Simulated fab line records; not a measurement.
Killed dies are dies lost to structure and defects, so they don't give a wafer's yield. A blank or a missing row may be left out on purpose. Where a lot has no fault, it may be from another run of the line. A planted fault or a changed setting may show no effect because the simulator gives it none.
fab line records    flow nand_harc    part 1 of 2: steps 1 to 4 of 6
[record] lots = 24  wafers = 72  last_day = 34
route steps=1302 shown P_ZERO_WELL@17 P_GATE@131 P_M0@266
lots that met no fault: from a run of the same line without faults
start_h: hours from the record's first day to the start of the lot's first wafer shown    wait_h: hours from the lot's prior step to this one    " repeats the value in the row above    L1.1+2: several wafers, shown together as one row    - value missing, or start not given    * or withheld: withheld    < > ~ a bound
route shown NAME@n: NAME is a module with steps in the file, n the number in the route of the first one    usual: mean/standard deviation taken from wafers without a fault    same: alike in all rows    chamber/n: place in a boat    sites: each site's reading    _std_site: standard deviation of those values    _edge_site: inner sites' mean taken away from outer sites' mean    radius_mm: for every site, how far away it sits from the centre of the wafer    mask NAME#n: copy n    behind: the most recent tool/chamber to have shaped the wafer    hold: cause of the lot's hold/its duration in hours/its outcome    device: the transistor (n, p or np) that didn't switch    end of line: at the end of the route, the tests of the same wafers    a step given without rows: its recipe and nothing more    killed: dies that structure and defects cost at the first sort, which is not the same as the wafer's yield    map: a wafer's dies, marking killed ones x, the rest . and places with no die _
set.NAME: the setting as run; set.NAME@STEP: as run at that earlier step    model.NAME: the simulator's own value behind a step, which no gauge read
steps of the route over a sample of lots; a table a step, a row a wafer
services: from which hour (start_h, from the record's first day; less than 0 if before it) a tool's chamber was out of use, for how many hours, and why
[[steps]]
[step NHARC_P_ZERO_WELL_ETCH_65]
[recipe] target_depth_a = 800  overetch_a = 240  time_s = 87.88  ion_energy_ev = 200  n2_flow_sccm = 150  h2_flow_sccm = 150  ar_flow_sccm = 0  rf_w = 400  bias_w = 150  chemistry = N2/H2
[usual] bias_w = 150.0/0.43  drypump_motor_current_A = 5.6/0.37  oes_product_au = 1.001/0.013  rf_vpp_V = 429.0/2.6  showerhead_plenum_p_Torr = 1.99/0.087  throttle_valve_pct = 14.171/0.0082
lot.wafer  tool         chamber  start_h  wait_h  bias_w  drypump_motor_current_A  oes_product_au  rf_hours_counter_h  rf_vpp_V  showerhead_plenum_p_Torr  throttle_valve_pct
L074.1     rie_diel-03  0        21.37    0.1     150.2   5.6                      0.996           32                  424.8     1.89                      14.179
L074.4     "            2        "        "       149.8   6.1                      1.011           31                  427.7     1.92                      14.185
L074.6     "            3        "        "       149.4   6.3                      1.000           -                   434.5     2.14                      14.162
L075.3     rie_diel-11  2        31.52    0.1     150.6   5.7                      0.993           41                  427.3     1.99                      14.175
L075.6     "            2        "        "       150.4   5.7                      0.992           -                   429.3     1.99                      14.167
L075.5     "            3        "        "       149.1   5.1                      0.988           -                   433.7     2.13                      14.183
L076.3     rie_diel-11  2        41.37    0.1     149.2   5.7                      0.991           43                  428.9     1.99                      14.188
L076.6     "            0        "        "       150.1   5.5                      0.976           -                   428.0     1.94                      14.166
L076.5     "            1        "        "       150.4   6.2                      1.009           -                   429.5     2.01                      14.176
L077.2     rie_diel-04  0        51.36    0.1     149.9   5.5                      1.006           15                  426.8     1.91                      14.182
L077.3     "            2        "        "       150.0   5.4                      1.006           13                  431.9     2.07                      14.159
L077.5     "            1        "        "       150.8   6.0                      0.997           -                   426.4     1.89                      14.178
L078.4     rie_diel-03  1        61.48    0.1     149.3   5.2                      1.006           44                  430.0     2.01                      14.173
L078.6     "            1        "        "       149.5   5.2                      1.019           -                   430.3     2.01                      14.170
L078.5     "            2        "        "       150.2   6.1                      1.011           -                   427.5     1.92                      14.175
L079.4     rie_diel-11  2        71.53    0.1     150.4   5.7                      0.979           51                  429.1     1.99                      14.182
L079.2     "            3        "        "       149.6   5.2                      0.975           54                  433.5     2.13                      14.157
L079.1     "            1        "        "       150.2   6.2                      1.020           56                  430.2     2.01                      14.164
L080.1     rie_diel-04  0        82.58    0.3     150.2   5.5                      1.020           29                  429.1     1.91                      14.177
L080.3     "            2        "        "       149.5   5.4                      1.014           27                  431.2     2.06                      14.184
L080.5     "            2        "        "       149.8   5.4                      0.993           -                   432.1     2.06                      14.175
L081.2     rie_diel-04  0        91.53    0.1     150.0   5.5                      1.009           34                  427.3     1.91                      14.156
L081.1     "            1        "        "       149.8   6.0                      0.991           31                  427.0     1.89                      14.164
L081.3     "            2        "        "       149.9   5.4                      0.991           31                  432.2     2.06                      14.162
L082.3     rie_diel-03  3        101.48   0.1     150.0   6.3                      0.998           56                  433.1     2.13                      14.168
L082.1     "            1        "        "       150.3   5.2                      1.000           57                  427.6     2.01                      14.193
L082.5     "            3        "        "       151.0   6.3                      1.000           -                   433.4     2.13                      14.172
L083.2     rie_diel-04  3        111.64   0.2     149.8   5.2                      0.990           38                  426.4     1.93                      14.166
L083.5     "            0        "        "       150.2   5.5                      1.006           -                   428.3     1.90                      14.168
L083.6     "            1        "        "       149.1   6.1                      1.004           -                   426.2     1.88                      14.171
L084.4     rie_diel-04  1        121.63   0.2     149.5   6.1                      1.002           40                  427.0     1.88                      14.155
L084.3     "            2        "        "       150.6   5.5                      1.000           39                  431.4     2.06                      14.167
L084.5     "            3        "        "       150.4   5.2                      0.994           -                   426.2     1.93                      14.161
L085.3     rie_diel-03  2        131.39   0.1     149.6   6.1                      1.019           7                   426.4     1.91                      14.166
L085.5     "            1        "        "       150.4   5.2                      1.009           -                   431.0     2.01                      14.163
L085.4     "            2        "        "       150.5   6.1                      1.031           -                   426.3     1.91                      14.171
L086.2     rie_diel-03  2        141.62   0.1     149.7   6.1                      1.014           9                   427.8     1.91                      14.161
L086.5     "            2        "        "       149.8   6.1                      1.014           -                   427.2     1.91                      14.175
L086.6     "            1        "        "       149.4   5.3                      0.996           -                   429.8     2.00                      14.183
L087.1     rie_diel-11  3        151.48   0.1     149.5   5.2                      0.984           21                  432.2     2.12                      14.164
L087.2     "            0        "        "       149.8   5.5                      0.999           22                  427.8     1.93                      14.167
L087.4     "            1        "        "       150.2   6.2                      1.033           22                  429.3     2.00                      14.160
L088.3     rie_diel-04  0        164.62   2.9     150.0   5.5                      1.015           62                  426.7     1.90                      14.166
L088.4     "            1        "        "       149.7   6.0                      0.997           59                  427.1     1.88                      14.174
L088.6     "            3        "        "       150.5   5.2                      1.001           -                   426.1     1.93                      14.161
L089.2     rie_diel-04  2        171.35   0.1     150.0   5.4                      1.004           60                  430.9     2.05                      14.183
L089.3     "            0        "        "       150.3   5.5                      1.010           63                  424.9     1.90                      14.173
L089.6     "            3        "        "       150.1   5.2                      1.005           -                   426.4     1.93                      14.163
L090.3     rie_diel-11  2        181.54   0.1     149.5   5.7                      0.999           36                  429.2     1.98                      14.188
L090.1     "            3        "        "       149.9   5.1                      0.984           33                  432.6     2.11                      14.162
L090.2     "            0        "        "       149.7   5.5                      0.985           32                  426.7     1.92                      14.173
L091.3     rie_diel-11  2        191.62   0.1     149.1   5.7                      0.984           39                  429.6     1.98                      14.172
L091.2     "            0        "        "       149.8   5.5                      0.995           35                  425.4     1.92                      14.173
L091.1     "            1        "        "       149.2   6.2                      1.023           36                  429.4     2.00                      14.168
L092.1     rie_diel-11  1        201.49   0.1     149.7   6.2                      1.014           39                  428.0     2.00                      14.169
L092.2     "            2        "        "       150.2   5.6                      0.988           41                  427.7     1.98                      14.168
L092.5     "            1        "        "       149.5   6.2                      1.014           -                   430.1     2.00                      14.178
L093.1     rie_diel-11  1        211.49   0.1     150.4   6.2                      1.024           43                  428.2     2.00                      14.162
L093.2     "            3        "        "       149.9   5.2                      0.989           39                  431.7     2.11                      14.173
L093.5     "            0        "        "       150.2   5.5                      0.986           -                   425.8     1.92                      14.176
L094.1     rie_diel-04  3        221.50   0.1     148.8   5.2                      0.988           6                   426.2     1.92                      14.177
L094.3     "            2        "        "       149.7   5.4                      1.019           6                   431.3     2.05                      14.170
L094.5     "            3        "        "       149.4   5.2                      0.999           -                   427.5     1.92                      14.184
L095.2     rie_diel-03  1        231.63   0.1     149.9   5.3                      0.995           38                  428.7     1.99                      14.175
L095.1     "            2        "        "       150.0   6.1                      1.004           35                  426.9     1.90                      14.169
L095.3     "            0        "        "       150.3   5.6                      1.021           37                  434.5     2.20                      14.183
L096.1     rie_diel-11  3        241.50   0.1     150.8   5.2                      0.995           52                  432.2     2.11                      14.165
L096.3     "            2        "        "       150.5   5.7                      0.972           59                  428.1     1.97                      14.162
L096.4     "            1        "        "       150.0   6.2                      1.018           -                   427.3     1.99                      14.161
L097.2     rie_diel-11  2        251.49   0.1     149.8   5.7                      0.983           60                  428.4     1.97                      14.155
L097.5     "            2        "        "       149.3   5.7                      0.974           -                   430.3     1.97                      14.164
L097.6     "            3        "        "       150.0   5.1                      1.010           -                   433.1     2.11                      14.181
[step NHARC_P_GATE_HM_DEP_102]
[recipe] target_thk_a = 1200  temp_c = 400  material = aC
[usual] throttle_valve_pct = 35.000/0.0085
lot.wafer  tool        chamber  start_h  wait_h  throttle_valve_pct
L074.1     acl_dep-01  0        103.89   0.9     34.989
L074.4     "           0        "        "       35.002
L074.6     "           0        "        "       35.005
L075.3     acl_dep-02  0        104.60   1.6     35.009
L075.5     "           0        "        "       35.003
L075.6     "           0        "        "       35.007
L076.3     acl_dep-03  0        116.07   3.2     34.992
L076.5     "           0        "        "       34.998
L076.6     "           0        "        "       34.997
L078.4     acl_dep-02  0        132.49   1.5     35.004
L078.5     "           0        "        "       34.997
L078.6     "           0        "        "       34.996
L077.2     acl_dep-01  0        132.66   1.7     34.996
L077.3     "           0        "        "       34.992
L077.5     "           0        "        "       34.978
L079.1     acl_dep-01  0        147.57   0.4     35.012
L079.2     "           0        "        "       34.991
L079.4     "           0        "        "       34.999
L080.1     acl_dep-03  0        158.95   4.7     34.992
L080.3     "           0        "        "       34.992
L080.5     "           0        "        "       35.011
L081.1     acl_dep-01  0        167.28   0.4     34.986
L081.2     "           0        "        "       35.003
L081.3     "           0        "        "       35.008
L082.1     acl_dep-02  0        178.32   3.1     34.992
L082.3     "           0        "        "       34.987
L082.5     "           0        "        "       35.002
L083.2     acl_dep-03  0        196.66   4.7     35.015
L083.5     "           0        "        "       35.008
L083.6     "           0        "        "       34.994
L084.3     acl_dep-03  0        202.83   2.2     34.978
L084.4     "           0        "        "       34.989
L084.5     "           0        "        "       35.003
L085.3     acl_dep-01  0        207.96   0.6     35.003
L085.4     "           0        "        "       35.000
L085.5     "           0        "        "       34.991
L086.2     acl_dep-01  0        212.65   0.5     35.003
L086.5     "           0        "        "       35.000
L086.6     "           0        "        "       35.000
L087.1     acl_dep-03  0        222.37   0.4     35.004
L087.2     "           0        "        "       35.006
L087.4     "           0        "        "       35.006
L089.2     acl_dep-01  0        239.97   0.5     35.016
L089.3     "           0        "        "       34.992
L089.6     "           0        "        "       35.007
L088.3     acl_dep-01  0        240.72   1.2     35.008
L088.4     "           0        "        "       35.002
L088.6     "           0        "        "       35.007
L090.1     acl_dep-03  0        260.62   8.8     34.992
L090.2     "           0        "        "       34.993
L090.3     "           0        "        "       35.006
L091.1     acl_dep-01  0        267.46   0.9     34.992
L091.2     "           0        "        "       35.001
L091.3     "           0        "        "       35.002
L092.1     acl_dep-02  0        274.58   0.7     34.991
L092.2     "           0        "        "       35.001
L092.5     "           0        "        "       35.011
L093.1     acl_dep-01  0        285.27   0.4     34.997
L093.2     "           0        "        "       34.999
L093.5     "           0        "        "       34.993
L094.1     acl_dep-01  0        303.46   2.9     34.989
L094.3     "           0        "        "       35.017
L094.5     "           0        "        "       34.993
L095.1     acl_dep-01  0        304.10   3.5     35.001
L095.2     "           0        "        "       35.023
L095.3     "           0        "        "       34.996
L096.1     acl_dep-03  0        314.63   1.2     35.001
L096.3     "           0        "        "       35.016
L096.4     "           0        "        "       34.999
L097.2     acl_dep-01  0        332.73   2.2     35.006
L097.5     "           0        "        "       35.002
L097.6     "           0        "        "       34.998
[step NHARC_P_GATE_CD_MEAS_33]
[usual] cd_nm = 121/3.5
lot.wafer  tool       chamber  start_h  wait_h  cd_nm
L074.1     cd_sem-03  -        106.22   -       117
L074.4     "          -        "        "       119
L074.6     "          -        "        "       120
L075.3     cd_sem-01  -        106.79   -       118
L075.5     "          -        "        "       123
L075.6     "          -        "        "       126
L076.3     cd_sem-02  -        118.31   -       126
L076.5     "          -        "        "       123
L076.6     "          -        "        "       120
L078.4     cd_sem-01  -        134.50   -       118
L078.5     "          -        "        "       117
L078.6     "          -        "        "       116
L077.2     cd_sem-03  -        134.92   -       123
L077.3     "          -        "        "       118
L077.5     "          -        "        "       120
L079.1     cd_sem-02  -        149.90   -       119
L079.2     "          -        "        "       123
L079.4     "          -        "        "       120
L080.1     cd_sem-01  -        161.29   -       127
L080.3     "          -        "        "       123
L080.5     "          -        "        "       122
L081.1     cd_sem-01  -        169.71   -       124
L081.2     "          -        "        "       126
L081.3     "          -        "        "       121
L082.1     cd_sem-01  -        180.64   -       115
L082.3     "          -        "        "       121
L082.5     "          -        "        "       120
L083.2     cd_sem-01  -        198.89   -       125
L083.5     "          -        "        "       122
L083.6     "          -        "        "       119
L084.3     cd_sem-02  -        204.85   -       116
L084.4     "          -        "        "       127
L084.5     "          -        "        "       123
L085.3     cd_sem-02  -        210.08   -       117
L085.4     "          -        "        "       121
L085.5     "          -        "        "       123
L086.2     cd_sem-01  -        214.86   -       119
L086.5     "          -        "        "       116
L086.6     "          -        "        "       115
L087.1     cd_sem-03  -        224.56   -       125
L087.2     "          -        "        "       124
L087.4     "          -        "        "       120
L089.2     cd_sem-03  -        242.34   -       123
L089.3     "          -        "        "       116
L089.6     "          -        "        "       124
L088.3     cd_sem-01  -        242.84   -       117
L088.4     "          -        "        "       117
L088.6     "          -        "        "       120
L090.1     cd_sem-02  -        262.98   -       120
L090.2     "          -        "        "       119
L090.3     "          -        "        "       118
L091.1     cd_sem-01  -        269.66   -       124
L091.2     "          -        "        "       117
L091.3     "          -        "        "       124
L092.1     cd_sem-03  -        276.78   -       120
L092.2     "          -        "        "       118
L092.5     "          -        "        "       114
L093.1     cd_sem-01  -        287.47   -       120
L093.2     "          -        "        "       118
L093.5     "          -        "        "       124
L094.1     cd_sem-02  -        305.66   -       121
L094.3     "          -        "        "       120
L094.5     "          -        "        "       117
L095.1     cd_sem-01  -        306.48   -       125
L095.2     "          -        "        "       125
L095.3     "          -        "        "       121
L096.1     cd_sem-03  -        316.83   -       118
L096.3     "          -        "        "       128
L096.4     "          -        "        "       122
L097.2     cd_sem-03  -        334.84   -       120
L097.5     "          -        "        "       127
L097.6     "          -        "        "       127
[step NHARC_P_GATE_STRIP_101]
[recipe] time_s = 20  o2_flow_sccm = 500  ar_flow_sccm = 0  bias_w = 0  chemistry = O2
[usual] drypump_motor_current_A = 5.67/0.28  oes_product_au = 0.994/0.012  rf_vpp_V = 57.7/0.9  showerhead_plenum_p_Torr = 3.50/0.12  throttle_valve_pct = 17.037/0.0083
[same] bias_w = 0
lot.wafer  tool         chamber  start_h  wait_h  drypump_motor_current_A  oes_product_au  rf_hours_counter_h  rf_vpp_V  showerhead_plenum_p_Torr  throttle_valve_pct
L074.1     rie_diel-08  2        116.23   0.1     6.01                     1.022           5.7                 57.1      3.36                      17.034
L074.4     "            3        "        "       5.28                     0.992           4.6                 55.4      3.32                      17.036
L074.6     "            0        "        "       5.48                     1.007           -                   56.0      3.48                      17.035
L075.3     rie_diel-01  2        118.87   0.1     5.45                     0.985           6.1                 58.1      3.68                      17.034
L075.6     "            0        "        "       5.74                     0.985           -                   58.2      3.43                      17.023
L075.5     "            3        "        "       6.19                     0.982           -                   56.8      3.36                      17.030
L076.3     rie_diel-01  1        128.41   0.1     5.44                     1.013           6.6                 56.6      3.55                      17.037
L076.5     "            2        "        "       5.47                     0.988           -                   58.4      3.68                      17.037
L076.6     "            3        "        "       6.20                     1.001           -                   57.6      3.36                      17.041
L078.4     rie_diel-05  0        144.54   0.1     5.90                     0.977           2.5                 57.5      3.58                      17.049
L078.5     "            3        "        "       5.65                     1.014           -                   58.8      3.56                      17.038
L078.6     "            0        "        "       5.88                     0.996           -                   56.7      3.58                      17.036
L077.3     rie_diel-05  2        144.90   0.1     5.74                     1.000           2.8                 59.0      3.55                      17.046
L077.2     "            0        "        "       5.90                     0.986           2.6                 57.9      3.58                      17.040
L077.5     "            3        "        "       5.62                     1.011           -                   56.5      3.56                      17.036
L079.1     rie_diel-08  2        160.00   0.1     6.02                     1.005           8.5                 57.4      3.36                      17.039
L079.2     "            3        "        "       5.29                     0.988           7.3                 56.9      3.32                      17.043
L079.4     "            3        "        "       5.30                     0.989           -                   57.9      3.32                      17.039
L080.3     rie_diel-05  2        171.47   0.1     5.74                     0.981           4.1                 56.4      3.54                      17.044
L080.1     "            3        "        "       5.64                     0.988           4.0                 57.9      3.56                      17.037
L080.5     "            3        "        "       5.63                     0.992           -                   58.3      3.56                      17.050
L081.1     rie_diel-08  1        179.91   0.1     5.91                     0.989           9.6                 58.6      3.65                      17.023
L081.2     "            2        "        "       6.01                     1.009           9.8                 58.1      3.36                      17.033
L081.3     "            3        "        "       5.27                     0.998           8.6                 57.4      3.32                      17.035
L082.3     rie_diel-01  1        190.75   0.1     5.38                     1.017           12.7                57.8      3.54                      17.036
L082.1     "            0        "        "       5.75                     1.003           12.7                58.0      3.43                      17.045
L082.5     "            2        "        "       5.46                     1.002           -                   59.0      3.68                      17.047
L083.2     rie_diel-08  2        209.02   0.1     6.02                     0.985           0.2                 57.4      3.36                      17.043
L083.5     "            0        "        "       5.48                     1.020           -                   57.7      3.48                      17.032
L083.6     "            1        "        "       5.90                     0.994           -                   57.6      3.65                      17.033
L084.4     rie_diel-08  0        214.97   0.1     5.49                     1.026           0.3                 57.3      3.48                      17.043
L084.3     "            2        "        "       6.01                     0.995           0.2                 56.5      3.36                      17.042
L084.5     "            0        "        "       5.48                     1.012           -                   58.9      3.48                      17.029
L085.3     rie_diel-08  1        220.21   0.1     5.91                     0.990           0.4                 57.7      3.65                      17.016
L085.4     "            2        "        "       6.00                     0.985           0.3                 57.9      3.36                      17.028
L085.5     "            1        "        "       5.90                     0.993           -                   59.4      3.65                      17.036
L086.2     rie_diel-08  3        224.95   0.1     5.30                     0.997           0.3                 57.4      3.32                      17.032
L086.6     "            1        "        "       5.90                     0.998           -                   58.6      3.65                      17.051
L086.5     "            2        "        "       6.01                     0.981           -                   55.6      3.36                      17.030
L087.4     rie_diel-08  1        234.61   0.1     5.89                     0.994           0.5                 58.9      3.65                      17.031
L087.2     "            2        "        "       6.03                     0.984           0.5                 58.3      3.36                      17.035
L087.1     "            3        "        "       5.28                     1.008           0.5                 56.8      3.32                      17.050
L089.3     rie_diel-08  3        252.40   0.1     5.30                     0.992           2.6                 57.3      3.32                      17.041
L089.2     "            1        "        "       5.92                     0.990           1.8                 58.0      3.65                      17.035
L089.6     "            3        "        "       5.32                     0.988           -                   56.2      3.32                      17.038
L088.4     rie_diel-01  1        252.94   0.1     5.40                     0.977           2.9                 58.6      3.54                      17.039
L088.3     "            3        "        "       6.20                     1.016           2.3                 57.9      3.35                      17.046
L088.6     "            2        "        "       5.46                     0.994           -                   59.4      3.67                      17.050
L090.2     rie_diel-01  0        273.01   0.1     5.69                     0.987           3.6                 57.8      3.43                      17.041
L090.3     "            2        "        "       5.45                     0.978           2.7                 58.7      3.67                      17.053
L090.1     "            3        "        "       6.19                     1.019           2.7                 57.4      3.35                      17.025
L091.1     rie_diel-05  2        279.69   0.1     5.71                     0.992           3.4                 58.6      3.54                      17.022
L091.3     "            3        "        "       5.64                     0.996           3.1                 58.2      3.56                      17.042
L091.2     "            0        "        "       5.90                     0.986           2.8                 57.0      3.57                      17.041
L092.2     rie_diel-01  0        286.87   0.1     5.74                     0.993           4.3                 57.7      3.43                      17.036
L092.1     "            1        "        "       5.45                     0.974           4.3                 57.7      3.54                      17.048
L092.5     "            1        "        "       5.45                     0.979           -                   58.6      3.54                      17.047
L093.1     rie_diel-01  0        297.51   0.1     5.71                     0.996           4.4                 57.0      3.43                      17.034
L093.2     "            1        "        "       5.36                     0.983           4.5                 57.9      3.54                      17.029
L093.5     "            1        "        "       5.43                     0.975           -                   56.7      3.54                      17.039
L094.1     rie_diel-08  2        315.64   0.1     6.00                     0.992           5.0                 57.4      3.36                      17.023
L094.3     "            0        "        "       5.48                     1.017           5.2                 56.2      3.47                      17.028
L094.5     "            3        "        "       5.30                     0.998           -                   55.1      3.32                      17.025
L095.1     rie_diel-05  1        316.54   0.1     5.28                     0.978           4.7                 58.3      3.64                      17.036
L095.3     "            2        "        "       5.70                     0.996           4.6                 58.4      3.54                      17.036
L095.2     "            0        "        "       5.93                     0.982           4.9                 57.7      3.57                      17.050
L096.1     rie_diel-01  2        326.94   0.1     5.46                     0.991           5.5                 57.8      3.67                      17.038
L096.3     "            1        "        "       5.40                     0.984           6.5                 58.1      3.54                      17.038
L096.4     "            0        "        "       5.69                     0.987           -                   56.1      3.43                      17.059
L097.2     rie_diel-01  1        344.86   0.1     5.45                     0.974           7.8                 59.1      3.54                      17.032
L097.5     "            1        "        "       5.41                     0.975           -                   56.6      3.54                      17.044
L097.6     "            2        "        "       5.45                     0.997           -                   58.1      3.67                      17.050
